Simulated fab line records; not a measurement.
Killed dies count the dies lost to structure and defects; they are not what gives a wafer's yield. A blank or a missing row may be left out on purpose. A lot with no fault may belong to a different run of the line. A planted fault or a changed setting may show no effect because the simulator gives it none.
Which tool did it? -- flow n5 finfet -- 11 lots, 33 wafers sampled, at 4 steps of a route of 1938

== WHAT EACH GAUGE READ, for each wafer ==
N5_BEOL_M4_RC_MEAS_101. Usual: DIBL_N 37.2 mV/V, standard deviation 2.3; DIBL_P 37.5 mV/V, standard deviation 2.9; IOFF_N 0.19 nA/um, standard deviation 0.053; IOFF_P 0.23 nA/um, standard deviation 0.059; ION_N 679 uA/um, standard deviation 16; ION_P 462 uA/um, standard deviation 10; SS_N 71.9 mV/dec, standard deviation 0.78; SS_P 73.7 mV/dec, standard deviation 0.88; VT_N 248 mV, standard deviation 4.6; VT_P -250 mV, standard deviation 4.5.
lot,measured,on,DIBL_N (mV/V),DIBL_P (mV/V),IOFF_N (nA/um),IOFF_P (nA/um),ION_N (uA/um),ION_P (uA/um),SS_N (mV/dec),SS_P (mV/dec),VT_N (mV),VT_P (mV),flag
L108,day 7 17:53,prober-02,39.2 38.9 34.8,40.8 39.4 33.5,0.22 0.22 0.13,0.29 0.26 0.17,677 699 669,465 474 454,72.4 71.9 71.2,74.5 74.0 72.8,245 244 252,-247 -247 -254,
L109,day 8 05:03,prober-02,39.2 38.4 38.4,39.1 37.6 37.0,0.22 0.19 0.20,0.27 0.23 0.23,693 680 683,471 463 461,71.5 71.6 71.5,73.8 74.2 72.9,245 244 247,-248 -247 -249,
L110,day 8 19:37,prober-01,37.6 37.8 34.6,40.1 38.3 34.0,0.21 0.19 0.14,0.30 0.24 0.18,692 677 670,479 461 460,71.3 71.9 71.8,75.0 74.0 73.0,247 250 252,-245 -246 -251,
L113,day 9 12:13,prober-02,35.2 35.0 34.2,37.6 36.8 35.4,0.16 0.17 0.15,0.19 0.19 0.17,689 677 672,464 457 451,71.8 71.9 71.6,74.2 73.5 73.1,250 250 249,-254 -252 -256,
L115,day 9 17:09,prober-02,36.4 38.5 38.2,34.9 37.3 38.2,0.15 0.20 0.19,0.17 0.20 0.23,669 672 687,457 449 468,71.1 72.1 72.1,72.6 73.3 74.0,249 247 247,-256 -251 -250,
L118,day 10 12:43,prober-01,32.4 34.9 35.3,32.2 35.4 35.0,0.11 0.15 0.16,0.14 0.17 0.16,658 680 671,447 458 446,70.4 71.1 72.1,72.4 72.8 72.3,255 251 249,-256 -253 -252,
L121,day 11 03:26,prober-02,37.9 38.0 35.6,37.5 39.2 36.7,0.21 0.20 0.16,0.25 0.28 0.24,689 682 684,465 469 471,72.4 72.0 71.6,73.8 73.7 73.9,242 245 249,-247 -246 -246,
L122,day 11 14:02,prober-02,32.9 39.1 35.2,35.8 43.1 37.0,0.15 0.28 0.19,0.22 0.36 0.23,694 702 683,475 476 463,70.4 72.7 72.0,72.8 75.2 73.1,248 241 244,-247 -242 -247,
L127,day 13 06:42,prober-01,37.3 37.2 40.2,38.5 38.3 42.2,0.16 0.16 0.23,0.22 0.23 0.29,675 685 700,461 477 478,72.2 72.6 72.8,74.1 73.7 74.3,252 248 249,-253 -249 -247,
L128,day 13 09:39,prober-02,37.6 40.7 37.9,37.5 40.1 36.5,0.18 0.26 0.19,0.22 0.26 0.22,697 693 680,470 460 462,71.8 73.1 70.9,74.3 74.2 73.6,248 243 247,-249 -246 -251,
L131,day 13 13:20,prober-02,37.1 39.9 38.7,37.6 41.4 39.2,0.20 0.27 0.23,0.27 0.34 0.29,686 697 688,470 477 467,71.1 71.9 72.2,74.1 74.1 73.7,247 242 246,-247 -244 -245,

N5_BEOL_M6_OCD_MEAS_38. Usual: trench depth nm at 94.2 nm, with a standard deviation of 1.9.
lot,measured,on,trench depth nm (nm),flag
L108,day 8 10:59,ocd-01,91.9 93.0 91.8,
L109,day 8 21:11,ocd-02,92.8 91.5 95.7,
L110,day 9 12:46,ocd-01,96.3 94.5 93.8,
L113,day 10 07:46,ocd-01,91.0 92.3 93.9,
L115,day 10 10:02,ocd-02,96.4 93.0 96.8,
L118,day 11 08:28,ocd-02,96.2 96.8 95.8,
L121,day 11 22:26,ocd-02,93.8 90.3 95.6,
L122,day 12 06:31,ocd-02,93.2 97.4 95.4,
L127,day 14 02:18,ocd-01,96.6 94.0 94.4,
L128,day 14 02:28,ocd-02,91.4 93.4 95.0,
L131,day 14 06:16,ocd-02,96.8 93.7 95.9,

N5_BEOL_M6_THK_MEAS_53: measures by xrf. Usual: M6_THK gives 78.3 nm (standard deviation 2.3).
lot,measured,on,M6_THK (nm),flag
L108,day 8 13:04,film metro-02,77.5 76.6 79.3,
L109,day 8 23:46,film metro-01,76.7 78.5 81.5,
L110,day 9 15:00,film metro-01,78.4 79.4 77.0,
L113,day 10 11:23,film metro-02,74.9 74.7 78.6,
L115,day 10 13:29,film metro-02,80.6 76.6 82.1,
L118,day 11 11:19,film metro-01,78.1 80.0 79.0,
L121,day 12 01:01,film metro-01,76.4 74.8 80.5,
L122,day 12 09:35,film metro-01,77.8 81.3 81.1,
L127,day 14 04:28,film metro-01,79.2 76.8 76.4,
L128,day 14 04:44,film metro-01,75.9 77.8 81.4,
L131,day 14 10:14,film metro-01,82.4 80.8 79.5,

== WHAT TOOL EACH LOT RAN ON (gives the tool, then ch and the chambers of the sampled wafers, and finally the start) ==
lot,N5_BEOL_M6_ANNEAL_51
L108,"rtp anneal-02 ch 0, day 8 12:31"
L109,"rtp anneal-01 ch 0, day 8 23:10"
L110,"rtp anneal-01 ch 0, day 9 14:27"
L113,"rtp anneal-01 ch 0, day 10 10:48"
L115,"rtp anneal-02 ch 0, day 10 12:57"
L118,"rtp anneal-02 ch 0, day 11 10:51"
L121,"rtp anneal-01 ch 0, day 12 00:31"
L122,"rtp anneal-01 ch 0, day 12 08:58"
L127,"rtp anneal-01 ch 0, day 14 03:52"
L128,"rtp anneal-01 ch 0, day 14 04:08"
L131,"rtp anneal-02 ch 0, day 14 09:41"
- N5_BEOL_M6_ANNEAL_51: time 90 s.

== WHAT THE TOOLS THEMSELVES READ (means of the sampled wafers that have a number; where no wafer has one, the mark that the record gives instead) ==
N5_BEOL_M6_ANNEAL_51. Usual: wafer_temp_C_max at 225.9, with a standard deviation of 0.36.
lot,tool,wafer_temp_C_max,flag
L108,rtp anneal-02,226.1,
L109,rtp anneal-01,225.4,
L110,rtp anneal-01,225.4,
L113,rtp anneal-01,225.7,
L115,rtp anneal-02,225.9,
L118,rtp anneal-02,226.5,
L121,rtp anneal-01,225.8,
L122,rtp anneal-01,225.7,
L127,rtp anneal-01,225.6,
L128,rtp anneal-01,225.7,
L131,rtp anneal-02,226.0,

== THE ANSWER, worked out from the rows above alone ==
Rule: a lot counts as off when the mean over its wafers that have a number is more than 3 standard deviations away from the usual mean. Also off: a lot with no number at a reading for which 4 or more lots have one. Any other lot the step has rows for is counted as sound. After the gauges, taken in route order, come the tools' own readings; for these a lot's mean is taken, as printed above. At the first step where some lot is off, the reading lying furthest off is the one used; lots without a number count as furthest.
No lot is off on any of the readings shown, so nothing can be concluded from this.

== WHAT WAS PUT IN BY THE SIMULATOR ==
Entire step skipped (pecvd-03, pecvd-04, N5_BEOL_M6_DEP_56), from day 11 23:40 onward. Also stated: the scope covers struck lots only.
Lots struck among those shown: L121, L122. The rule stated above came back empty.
